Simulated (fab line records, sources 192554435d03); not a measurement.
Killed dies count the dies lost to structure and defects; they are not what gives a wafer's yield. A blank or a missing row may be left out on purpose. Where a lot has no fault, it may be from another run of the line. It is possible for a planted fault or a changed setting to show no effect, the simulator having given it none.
Matching of chambers || flow n5-finfet || N5_BEOL_M2_ETCH_70 on rie-diel-06: 4 sister chambers
The step etches SOC in N2/H2, target depth 80 nm, overetch 24 nm, time 130 s. 8 wafers are shown with their chamber, then 10 later ones without.

WAFERS PAIRED WITH THEIR CHAMBERS
{"wafer": "L074.3", "chamber": 2, "drypump-motor-current-A (A)": 5.6, "throttle-valve-pct (%)": 17.85}
{"wafer": "L082.5", "chamber": 0, "drypump-motor-current-A (A)": 5.1, "throttle-valve-pct (%)": 18.02}
{"wafer": "L085.1", "chamber": 1, "drypump-motor-current-A (A)": 5.4, "throttle-valve-pct (%)": 17.41}
{"wafer": "L085.2", "chamber": 0, "drypump-motor-current-A (A)": 5.0, "throttle-valve-pct (%)": 18.07}
{"wafer": "L087.1", "chamber": 1, "drypump-motor-current-A (A)": 5.4, "throttle-valve-pct (%)": 17.42}
{"wafer": "L087.6", "chamber": 2, "drypump-motor-current-A (A)": 5.7, "throttle-valve-pct (%)": 17.49}
{"wafer": "L089.2", "chamber": 3, "drypump-motor-current-A (A)": 6.4, "throttle-valve-pct (%)": 17.75}
{"wafer": "L089.5", "chamber": 3, "drypump-motor-current-A (A)": 6.4, "throttle-valve-pct (%)": 17.77}

WAFERS WITHOUT THEIR CHAMBER
{"wafer": "L089.6", "drypump-motor-current-A (A)": 5.6, "throttle-valve-pct (%)": 17.49}
{"wafer": "L093.2", "drypump-motor-current-A (A)": 5.1, "throttle-valve-pct (%)": 17.64}
{"wafer": "L093.5", "drypump-motor-current-A (A)": 5.1, "throttle-valve-pct (%)": 17.62}
{"wafer": "L093.6", "drypump-motor-current-A (A)": 5.6, "throttle-valve-pct (%)": 17.52}
{"wafer": "L094.3", "drypump-motor-current-A (A)": 5.1, "throttle-valve-pct (%)": 17.64}
{"wafer": "L094.4", "drypump-motor-current-A (A)": 5.6, "throttle-valve-pct (%)": 17.52}
{"wafer": "L094.5", "drypump-motor-current-A (A)": 6.4, "throttle-valve-pct (%)": 17.77}
{"wafer": "L096.1", "drypump-motor-current-A (A)": 5.6, "throttle-valve-pct (%)": 17.53}
{"wafer": "L096.2", "drypump-motor-current-A (A)": 5.4, "throttle-valve-pct (%)": 17.46}
{"wafer": "L096.5", "drypump-motor-current-A (A)": 5.0, "throttle-valve-pct (%)": 17.65}

CHAMBER TAKEN BY EACH
{"wafer": "L089.6", "from the rows above": 2, "in truth": 2}
{"wafer": "L093.2", "from the rows above": 0, "in truth": 0}
{"wafer": "L093.5", "from the rows above": 0, "in truth": 0}
{"wafer": "L093.6", "from the rows above": 2, "in truth": 2}
{"wafer": "L094.3", "from the rows above": 0, "in truth": 0}
{"wafer": "L094.4", "from the rows above": 2, "in truth": 2}
{"wafer": "L094.5", "from the rows above": 3, "in truth": 3}
{"wafer": "L096.1", "from the rows above": 2, "in truth": 2}
{"wafer": "L096.2", "from the rows above": 1, "in truth": 1}
{"wafer": "L096.5", "from the rows above": 0, "in truth": 0}
Placed correctly: 10 of 10. Not placeable from these rows: 0. Placed wrongly: 0.
How it was worked out, from the rows above alone: a wafer's distance from a chamber is the root of the sum, over the readings, of the square of ((its reading less the chamber's mean) divided by the reading's scatter). If the next closest chamber is less than 2 further off than the closest, the wafer can't be placed; otherwise it belongs to the closest. For every chamber, the mean is computed from those of its wafers that are shown. How the scatter is found: for the shown wafers, subtract from each reading the mean of its chamber, square and add these, divide the total by (wafers less chambers), then take the root.
